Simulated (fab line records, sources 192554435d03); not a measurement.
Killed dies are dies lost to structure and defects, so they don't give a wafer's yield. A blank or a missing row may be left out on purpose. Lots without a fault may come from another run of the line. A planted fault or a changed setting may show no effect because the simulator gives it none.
Chamber matching | flow n5_finfet | N5_BEOL_M10_ALD_74 on ald_metal-01: 4 sister chambers
The step deposits TaN, target thk 2 nm, pulse time 2 s, purge time 3 s. 20 wafers are shown with their chamber, then 10 later ones without.

WAFERS WITH THEIR CHAMBER
wafer  | chamber | heater_power_w (W) | susceptor_temp_C (C)
L076.2 | 2       | 398                | 274.92
L076.3 | 3       | 367                | 274.79
L076.6 | 2       | 396                | 274.89
L074.1 | 1       | 502                | 274.89
L074.3 | 3       | 369                | 274.83
L074.5 | 0       | 440                | 275.02
L078.1 | 3       | 369                | 275.08
L078.3 | 2       | 394                | 275.11
L078.6 | 3       | 356                | 274.98
L080.1 | 2       | 398                | 274.92
L080.3 | 3       | 362                | 274.91
L080.4 | 1       | 504                | 275.39
L087.1 | 2       | 401                | 274.70
L087.4 | 1       | 488                | 274.89
L087.5 | 2       | 401                | 274.92
L085.3 | 2       | 399                | 275.19
L085.5 | 2       | 389                | 275.21
L085.6 | 3       | 363                | 274.86
L090.1 | 3       | 344                | 274.98
L090.3 | 0       | 433                | 275.47

SIGNATURES (means of the wafers above)
reading          | chamber 0 | chamber 1 | chamber 2 | chamber 3 | scatter within a chamber
heater_power_w   | 436.50    | 498.00    | 397.00    | 361.43    | 6.94
susceptor_temp_C | 275.2450  | 275.0567  | 274.9825  | 274.9186  | 0.184
Rule: a wafer's distance from a chamber is the root of the sum, over the readings, of the square of ((its reading less the chamber's mean) divided by the reading's scatter). The wafer belongs to the nearest chamber; if the next one is less than 2 further off, it can't be placed. The scatter: the root of (the sum of the squares of (reading less its chamber's mean) over the shown wafers, divided by (wafers less chambers)).

WAFERS WITHOUT THEIR CHAMBER
wafer  | heater_power_w (W) | susceptor_temp_C (C)
L090.6 | 419                | 275.20
L089.2 | 416                | 274.89
L089.3 | 364                | 274.75
L089.5 | 375                | 274.87
L093.1 | 428                | 274.71
L093.3 | 343                | 275.00
L093.5 | 367                | 275.44
L096.3 | 464                | 275.05
L096.4 | 410                | 274.98
L096.5 | 416                | 274.91

WHICH CHAMBER EACH WENT THROUGH
wafer  | from the rows above     | in truth
L090.6 | can't be placed: 0 or 2 | 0
L089.2 | can't be placed: 2 or 0 | 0
L089.3 | 3                       | 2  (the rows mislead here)
L089.5 | can't be placed: 3 or 2 | 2
L093.1 | can't be placed: 0 or 2 | 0
L093.3 | 3                       | 3
L093.5 | 3                       | 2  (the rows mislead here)
L096.3 | can't be placed: 0 or 1 | 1
L096.4 | 2                       | 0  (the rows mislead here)
L096.5 | can't be placed: 2 or 0 | 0
Placed correctly: 1 of 10. Can't be placed from these rows: 6 (the true chamber is among the candidates in 6). Placed wrongly: 3.
